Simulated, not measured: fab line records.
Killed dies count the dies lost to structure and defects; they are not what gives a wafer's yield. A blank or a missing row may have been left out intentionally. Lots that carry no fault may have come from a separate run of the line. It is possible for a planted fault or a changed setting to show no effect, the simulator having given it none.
Matching of chambers :: flow nand harc :: 3 sister chambers for NHARC_A_CONTACT_DEP_58 on pecvd-01
The step deposits SiON, target thk 90 nm. 6 wafers are shown with their chamber, then 10 later ones without.

## EACH WAFER AND ITS CHAMBER
wafer: L084.6
chamber: 1
heater power w (W): 806

wafer: L086.3
chamber: 2
heater power w (W): 769

wafer: L086.4
chamber: 1
heater power w (W): 876

wafer: L086.6
chamber: 0
heater power w (W): 737

wafer: L088.2
chamber: 0
heater power w (W): 643

wafer: L088.3
chamber: 2
heater power w (W): 783

## WAFERS WHOSE CHAMBER IS MISSING
wafer: L088.5
heater power w (W): 656

wafer: L089.3
heater power w (W): 778

wafer: L089.5
heater power w (W): 721

wafer: L089.6
heater power w (W): 779

wafer: L093.1
heater power w (W): 626

wafer: L093.2
heater power w (W): 712

wafer: L093.5
heater power w (W): 849

wafer: L097.1
heater power w (W): 772

wafer: L097.3
heater power w (W): 676

wafer: L097.5
heater power w (W): 663

## CHAMBER TAKEN BY EACH
wafer: L088.5
from the rows above: can't be placed: 0 or 2
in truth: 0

wafer: L089.3
from the rows above: can't be placed: 2 or 1 or 0
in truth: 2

wafer: L089.5
from the rows above: can't be placed: 0 or 2 or 1
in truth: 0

wafer: L089.6
from the rows above: can't be placed: 2 or 1 or 0
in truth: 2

wafer: L093.1
from the rows above: can't be placed: 0 or 2
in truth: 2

wafer: L093.2
from the rows above: can't be placed: 0 or 2
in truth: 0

wafer: L093.5
from the rows above: can't be placed: 1 or 2
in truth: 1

wafer: L097.1
from the rows above: can't be placed: 2 or 1 or 0
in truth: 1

wafer: L097.3
from the rows above: can't be placed: 0 or 2
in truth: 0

wafer: L097.5
from the rows above: can't be placed: 0 or 2
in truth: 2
Correct placement for 0 of the 10. From these rows, 10 cannot be placed; in 10 the true chamber is one of the candidates. Number placed wrongly: 0.
How it was worked out, from the rows above alone: a wafer's distance from a chamber is the root of the sum, over the readings, of the square of ((its reading less the chamber's mean) divided by the reading's scatter). The wafer belongs to the nearest chamber; if the next one is less than 2 further off, it can't be placed. Each chamber's mean is taken over the wafers shown for it. The scatter: the root of (the sum of the squares of (reading less its chamber's mean) over the shown wafers, divided by (wafers less chambers)).
